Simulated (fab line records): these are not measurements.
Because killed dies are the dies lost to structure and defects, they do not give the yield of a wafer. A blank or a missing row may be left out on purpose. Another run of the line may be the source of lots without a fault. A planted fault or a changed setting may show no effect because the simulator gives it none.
Matching of chambers ; flow nand harc ; pecvd-01 running NHARC_A_CONTACT_DEP_24: 3 sister chambers
The step deposits SiO2, target thk 500 nm. 6 wafers are shown with their chamber, then 7 later ones without.

== WAFERS WITH THEIR CHAMBER ==
wafer;chamber;heater power w (W);throttle valve pct (%)
L078.1;2;443;16.3
L082.4;2;443;15.9
L084.4;1;457;16.0
L084.6;0;452;16.4
L089.1;1;600;16.2
L089.3;0;467;16.1

== WAFERS WITHOUT THEIR CHAMBER ==
wafer;heater power w (W);throttle valve pct (%)
L089.6;454;16.3
L091.2;556;16.4
L091.3;458;16.2
L091.6;572;16.3
L095.2;536;16.5
L095.3;370;15.9
L095.5;548;16.3

== EACH ONE'S CHAMBER ==
wafer;from the rows above;in truth
L089.6;can't be placed: 0 or 2 or 1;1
L091.2;can't be placed: 1 or 0 or 2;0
L091.3;can't be placed: 0 or 2 or 1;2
L091.6;can't be placed: 1 or 0 or 2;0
L095.2;can't be placed: 0 or 1 or 2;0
L095.3;can't be placed: 2 or 0 or 1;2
L095.5;can't be placed: 1 or 0 or 2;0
Placed correctly: 0 of 7. These rows do not allow placing 7 (true chamber among the candidates in 7). Placed wrongly: 0.
How it was worked out, from the rows above alone: a wafer's distance from a chamber is the root of the sum, over the readings, of the square of ((its reading less the chamber's mean) divided by the reading's scatter). If the next closest chamber is less than 2 further off than the closest, the wafer can't be placed; otherwise it belongs to the closest. Each chamber's mean is taken over the wafers shown for it. How the scatter is found: for the shown wafers, subtract from each reading the mean of its chamber, square and add these, divide the total by (wafers less chambers), then take the root.
